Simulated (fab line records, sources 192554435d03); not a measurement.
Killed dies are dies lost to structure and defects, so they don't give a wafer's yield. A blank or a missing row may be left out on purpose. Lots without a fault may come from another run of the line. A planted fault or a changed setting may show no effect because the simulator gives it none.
Split-lot experiment | flow n5_finfet | 7 lots, 21 wafers read, on a route of 1938 steps

THE SPLIT
At N5_BEOL_M7_HM_DEP_02 (deposits TiN, target thk 20 nm), the setting target_thk_a was moved away from the recipe's 200 angstrom on 7 of the 21 wafers read, by -7.8% to +12.7%. The other wafers ran this setting at the recipe's value.

FROM THE SPLIT TO THE READING: what the file shows between them, 4 steps
- N5_BEOL_M7_COAT_59: time 60 s, resist thk 100 nm
- N5_BEOL_M7_COAT_60: time 60 s, resist thk 35 nm
- N5_BEOL_M7_STRIP_68: strips in N2/H2
- N5_BEOL_M7_STRIP_67: strips in CF4

THE READING
etch.depth_nm (the simulator's own value, which no gauge read), in nm, at N5_BEOL_M7_HM_OPEN_17 (chemistry Cl2/BCl3, target TiN, target depth 20 nm, overetch 6 nm). The file gives no usual value for it. The 14 wafers here that ran the recipe average 19.82 nm, standard deviation 0.23 nm.

wafer  | tool, chamber at the split | target_thk_a as run, angstrom | against the recipe | etch.depth_nm, nm | against lot-mates on the recipe
L078.1 | pvd_sputter-02, -          | 200                           | recipe             | 19.93             | -
L078.4 | pvd_sputter-02, -          | 200                           | recipe             | 19.87             | -
L078.6 | pvd_sputter-02, -          | 200                           | recipe             | 19.83             | -
L079.2 | pvd_sputter-02, -          | 200                           | recipe             | 19.72             | -
L079.3 | pvd_sputter-02, -          | 200                           | recipe             | 19.47             | -
L079.5 | pvd_sputter-02, -          | 210.7                         | +5.3%              | 20.55             | +0.96
L089.2 | pvd_sputter-03, -          | 200                           | recipe             | 20.12             | -
L089.4 | pvd_sputter-03, -          | 225.4                         | +12.7%             | 22.34             | +2.22
L089.5 | pvd_sputter-03, -          | 225.4                         | +12.7%             | 22.48             | +2.36
L092.2 | pvd_sputter-01, -          | 184.4                         | -7.8%              | 18.53             | -1.52
L092.3 | pvd_sputter-01, -          | 184.4                         | -7.8%              | 18.54             | -1.51
L092.5 | pvd_sputter-01, -          | 200                           | recipe             | 20.05             | -
L091.1 | pvd_sputter-03, -          | 200                           | recipe             | 19.69             | -
L091.3 | pvd_sputter-03, -          | 200                           | recipe             | 19.83             | -
L091.4 | pvd_sputter-03, -          | 200                           | recipe             | 19.88             | -
L093.3 | pvd_sputter-03, -          | 200                           | recipe             | 20.33             | -
L093.5 | pvd_sputter-03, -          | 212.3                         | +6.2%              | 21.39             | +1.06
L093.6 | pvd_sputter-03, -          | 212.3                         | +6.2%              | 21.55             | +1.22
L097.2 | pvd_sputter-02, -          | 200                           | recipe             | 19.6              | -
L097.3 | pvd_sputter-02, -          | 200                           | recipe             | 19.6              | -
L097.4 | pvd_sputter-02, -          | 200                           | recipe             | 19.55             | -

THE FIT
A straight line over all 21 wafers: etch.depth_nm changes by +0.198 nm for each +1% of target_thk_a; r = +0.97; the points scatter about the line by 0.26 nm.
The same after taking each lot's own level away (the mean of its wafers on the recipe; 21 wafers): +0.185 nm for each +1%; r = +1.00; scatter 0.071 nm.
On that fit, the largest move of target_thk_a shifts the reading by 2.3 nm.
The lots' own levels span 19.583 to 20.330 nm, that is 3.2 times the standard deviation above.
So the lot-to-lot level changes the slope little: the two slopes agree.
Check: with one of the wafers moved furthest among these (+12.7%) left out of the fit, the line predicts +2.38 nm for it against its lot-mates. It came out at +2.22 nm against them.

OTHER SPLITS ON THESE WAFERS
These wafers also went through other splits before the reading. Each is held against what the fit with the lots' levels taken away leaves over:
other split on the same wafers | wafers away from the commonest value | r with etch.depth_nm (lot level and that fit taken away)
N5_BEOL_M4_EXPOSE_25 dose_mj   | 7                                    | -0.11
N5_BEOL_M7_ILD_DEP_00 time_s   | 4                                    | -0.16

THE WHOLE CHAIN: every reading that the file lists as answering this split, in the file's order
step                  | what it does                                                      | reading                                                                          | change (the file's fit)               | r (the file's)
N5_BEOL_M7_HM_DEP_02  | deposits TiN, target thk 20 nm                                    | TiN_of_BEOL_M7_HM_DEP_02.thk_nm (the simulator's own value, which no gauge read) | +0.177 nm for each +1% of the setting | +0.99
N5_BEOL_M7_HM_OPEN_17 | chemistry Cl2/BCl3, target TiN, target depth 20 nm, overetch 6 nm | etch.depth_nm (the simulator's own value, which no gauge read)                   | +0.184 nm for each +1% of the setting | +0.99

THE FILE'S OWN FIT
etch.depth_nm changes by +0.184 nm for each +1% of target_thk_a, r = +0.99.
